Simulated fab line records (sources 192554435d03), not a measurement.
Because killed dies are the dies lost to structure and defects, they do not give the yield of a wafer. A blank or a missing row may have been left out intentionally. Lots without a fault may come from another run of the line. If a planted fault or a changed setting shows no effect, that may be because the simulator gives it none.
What tool caused it? / flow n5 finfet / 9 lots, 27 wafers sampled, at 5 steps of a route of 1938

## WHAT EACH GAUGE READ, for each wafer
N5_BEOL_M4_RC_MEAS_101.
lot=L225; measured=day 9 00:26; on=prober-01; DIBL_N (mV/V)=36.7 35.8 35.3
lot=L228; measured=day 9 07:11; on=prober-02; DIBL_N (mV/V)=35.7 35.0 35.7
lot=L232; measured=day 10 17:40; on=prober-02; DIBL_N (mV/V)=37.8 36.7 36.5
lot=L234; measured=day 10 20:37; on=prober-01; DIBL_N (mV/V)=35.6 34.4 34.8
lot=L236; measured=day 11 01:29; on=prober-01; DIBL_N (mV/V)=36.2 35.8 35.5
lot=L242; measured=day 13 03:52; on=prober-01; DIBL_N (mV/V)=36.2 37.8 36.0
lot=L244; measured=day 13 11:38; on=prober-02; DIBL_N (mV/V)=33.6 34.1 33.5
lot=L245; measured=day 13 20:19; on=prober-01; DIBL_N (mV/V)=37.1 37.5 37.0
lot=L246; measured=day 14 04:25; on=prober-02; DIBL_N (mV/V)=36.5 36.4 36.7

## TOOL THAT RAN EACH LOT (tool first, then ch and the chambers of the sampled wafers, then the start)
lot=L225; N5_BEOL_M3_SPUTTER_86=pvd sputter-01, day 8 08:22; N5_BEOL_M3_SPUTTER_90=pvd sputter-01, day 8 08:49; N5_BEOL_M3_SPUTTER_92=pvd sputter-01, day 8 09:02; N5_BEOL_M4_ILD_DEP_00=pecvd-02 ch 1,2, day 8 10:36
lot=L228; N5_BEOL_M3_SPUTTER_86=pvd sputter-01, day 8 15:37; N5_BEOL_M3_SPUTTER_90=pvd sputter-01, day 8 16:03; N5_BEOL_M3_SPUTTER_92=pvd sputter-01, day 8 16:16; N5_BEOL_M4_ILD_DEP_00=pecvd-02 ch 0,2, day 8 17:50
lot=L232; N5_BEOL_M3_SPUTTER_86=pvd sputter-03, day 10 00:04; N5_BEOL_M3_SPUTTER_90=pvd sputter-03, day 10 00:31; N5_BEOL_M3_SPUTTER_92=pvd sputter-03, day 10 00:44; N5_BEOL_M4_ILD_DEP_00=pecvd-02 ch 0,1,2, day 10 02:29
lot=L234; N5_BEOL_M3_SPUTTER_86=pvd sputter-01, day 10 00:41; N5_BEOL_M3_SPUTTER_90=pvd sputter-01, day 10 01:34; N5_BEOL_M3_SPUTTER_92=pvd sputter-01, day 10 02:00; N5_BEOL_M4_ILD_DEP_00=pecvd-02 ch 0,1,2, day 10 04:06
lot=L236; N5_BEOL_M3_SPUTTER_86=pvd sputter-01, day 10 13:17; N5_BEOL_M3_SPUTTER_90=pvd sputter-01, day 10 13:43; N5_BEOL_M3_SPUTTER_92=pvd sputter-01, day 10 14:10; N5_BEOL_M4_ILD_DEP_00=pecvd-01 ch 0,2, day 10 15:52
lot=L242; N5_BEOL_M3_SPUTTER_86=pvd sputter-01, day 12 16:52; N5_BEOL_M3_SPUTTER_90=pvd sputter-01, day 12 17:19; N5_BEOL_M3_SPUTTER_92=pvd sputter-01, day 12 17:32; N5_BEOL_M4_ILD_DEP_00=pecvd-03 ch 0,2, day 12 19:10
lot=L244; N5_BEOL_M3_SPUTTER_86=pvd sputter-03, day 12 21:28; N5_BEOL_M3_SPUTTER_90=pvd sputter-03, day 12 21:54; N5_BEOL_M3_SPUTTER_92=pvd sputter-03, day 12 22:07; N5_BEOL_M4_ILD_DEP_00=pecvd-03 ch 0,2, day 13 00:31
lot=L245; N5_BEOL_M3_SPUTTER_86=pvd sputter-03, day 13 07:13; N5_BEOL_M3_SPUTTER_90=pvd sputter-03, day 13 07:39; N5_BEOL_M3_SPUTTER_92=pvd sputter-03, day 13 07:52; N5_BEOL_M4_ILD_DEP_00=pecvd-01 ch 0,1, day 13 09:25
lot=L246; N5_BEOL_M3_SPUTTER_86=pvd sputter-03, day 13 14:14; N5_BEOL_M3_SPUTTER_90=pvd sputter-03, day 13 14:40; N5_BEOL_M3_SPUTTER_92=pvd sputter-03, day 13 14:53; N5_BEOL_M4_ILD_DEP_00=pecvd-03 ch 1,2, day 13 16:31
- N5_BEOL_M3_SPUTTER_86: material Cu, target thk 4.5 nm, time 8.29 s.
- N5_BEOL_M3_SPUTTER_90: material Cu, target thk 4.5 nm, time 8.29 s.
- N5_BEOL_M3_SPUTTER_92: material Cu, target thk 4.5 nm, time 8.29 s.
- N5_BEOL_M4_ILD_DEP_00: deposits SiOC from DEMS/O2, target thk 79 nm, time 15.3 s.

## THE ANSWER, worked out from the rows above alone
Rule: usual is defined by the lots themselves. Put in order of their means at a reading, lots are off if they are a third of the lots or fewer, leave a main group of 4 or more, and stand apart from it by a gap of 3 or more times the standard deviation of the main group's means; of several such gaps the widest counts. A main group whose means are all the same, to the digits that the tables above print for the reading, isn't used. A lot without any number at a reading at which 4 lots or more have one is off too. All remaining lots with rows at the step are treated as sound.
None of the lots is off at any reading shown; this tells nothing.

## WHAT HAD BEEN PUT IN BY THE SIMULATOR
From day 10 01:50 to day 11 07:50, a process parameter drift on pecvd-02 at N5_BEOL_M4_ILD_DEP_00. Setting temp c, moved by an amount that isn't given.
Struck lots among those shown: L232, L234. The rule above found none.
